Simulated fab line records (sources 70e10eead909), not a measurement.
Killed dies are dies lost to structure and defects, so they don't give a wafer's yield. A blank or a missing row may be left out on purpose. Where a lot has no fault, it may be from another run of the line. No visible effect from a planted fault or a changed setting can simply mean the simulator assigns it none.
A lot that was struck, set against a sound lot + flow nand-harc + 14 steps out of a route of 1302
Sound: the wafers L678.2, L678.3, L678.5. The struck wafers were L687.1, L687.2, L687.4. At the end, the cause is stated.
At each step with rows: each side's tool, then ch and its chambers, then its first start. Under that, the readings that differ: sound wafers + struck wafers + difference of the means + sigmas: that difference in standard deviations of wafers without a fault.
alike: words and numbers the same on both sides, and readings whose means are apart by under 2 such deviations; not compared: readings that were withheld, readings missing a value for some wafer, numbers with overlapping values and no deviation given by the record, and bounds like >300 which may hide the same value.
Wherever a step has rows on one side only, a row that says differs or no value, or a row with sigmas, the two part there. Numbers that don't overlap but have no deviation are shown without sigmas and don't part them. Lack of a reading on every wafer of one side parts them only where that side has two or more wafers.

NHARC_A_CONTACT_ETCH_75: etches the open film in CF4, target depth 39 nm, time 65 s.
  sound on rie-diel-10 ch 2,3, day 22 23:29; struck on rie-diel-10 ch 0,2,3, day 26 13:30
  alike: bias-w, cf4-flow-sccm, drypump-motor-current-A, oes-product-au, rf-vpp-V, showerhead-plenum-p-Torr, throttle-valve-pct
  not compared: rf-hours-counter-h
NHARC_A_CONTACT_ETCH_76: etches the open film in N2/H2, target depth 260 nm, time 475.3 s.
  sound: rie-diel-10 ch 0,1,2; struck: rie-diel-10 ch 1,2,3
| reading    | sound             | struck            | difference | sigmas |
|------------|-------------------|-------------------|------------|--------|
| bias-w (W) | 148.5 150.2 149.7 | 151.6 149.8 150.0 | +1.0       | +2     |
  alike: chamber-pressure-mTorr, drypump-motor-current-A, oes-product-au, rf-vpp-V, showerhead-plenum-p-Torr, throttle-valve-pct
  not compared: rf-hours-counter-h
NHARC_A_CONTACT_ETCH_77: etches the open film in CF4/CHF3, target depth 108.9 nm, time 54.5 s.
  sound: rie-diel-10 ch 1,2; struck: rie-diel-10 ch 0,1,3
  alike: bias-w, cf4-flow-sccm, drypump-motor-current-A, oes-product-au, rf-vpp-V, showerhead-plenum-p-Torr, throttle-valve-pct
  not compared: rf-hours-counter-h
then, 4 steps without rows for these wafers: NHARC_A_CONTACT_ETCH_78 (etches the open film in O2/COS, target depth 5300 nm, time 1378 s); NHARC_A_CONTACT_ETCH_124 (etches the open film in C4F8/O2/Ar, time 140 s, target depth 700 nm); NHARC_A_CONTACT_ETCH_125 (etches the open film in C4F8/O2/Ar, time 197 s, target depth 1918 nm); NHARC_A_CONTACT_ETCH_126 (etches the open film in C4F8/O2/Ar, time 197 s, target depth 1918 nm).
NHARC_A_CONTACT_ETCH_127: etches the open film in C4F8/O2/Ar, time 197 s, target depth 1918 nm.
  sound on har-cap-etch-02 ch 0, day 23 01:31; struck on har-cap-etch-02 ch 0,1, day 26 15:30
  alike: chamber-pressure-mTorr, oes-air-line-au
  not compared: rf-hours-counter-h
NHARC_A_CONTACT_ETCH_128: etches the open film in C4F8/O2/Ar, time 197 s, target depth 1918 nm.
  sound on har-cap-etch-02 ch 0, day 23 01:41; struck on har-cap-etch-02 ch 0,1, day 26 15:41
  alike: chamber-pressure-mTorr, oes-air-line-au
  not compared: rf-hours-counter-h
then, 3 steps without rows for these wafers: NHARC_A_CONTACT_ETCH_129 (etches the open film in C4F8/O2/Ar, time 197 s, target depth 1918 nm); NHARC_A_CONTACT_ETCH_130 (etches the open film in C4F8/O2/Ar, time 197 s, target depth 1918 nm); NHARC_A_CONTACT_ETCH_131 (etches the open film in C4F8/O2/Ar, time 197 s, target depth 1918 nm).
NHARC_A_CONTACT_ETCH_132: etches the open film in C4F8/O2/Ar, time 197 s, target depth 1924 nm.
  sound on har-cap-etch-02 ch 0, day 23 02:24; struck on har-cap-etch-02 ch 0,1, day 26 16:23
  no value came back on the struck wafers for chamber-pressure-mTorr (mTorr), oes-air-line-au (a.u.); on the sound wafers chamber-pressure-mTorr (mTorr) reads 19.967 19.964 20.000
  not compared: rf-hours-counter-h
then, 1 step without rows for these wafers: NHARC_A_CONTACT_ETCH_133 (etches the open film in C4F8/O2/Ar, time 374 s, target depth 1610 nm).

== WHERE THEY PART ==
First at NHARC_A_CONTACT_ETCH_76; last, within this record, at NHARC_A_CONTACT_ETCH_132.

WHY: whatever the simulator had introduced
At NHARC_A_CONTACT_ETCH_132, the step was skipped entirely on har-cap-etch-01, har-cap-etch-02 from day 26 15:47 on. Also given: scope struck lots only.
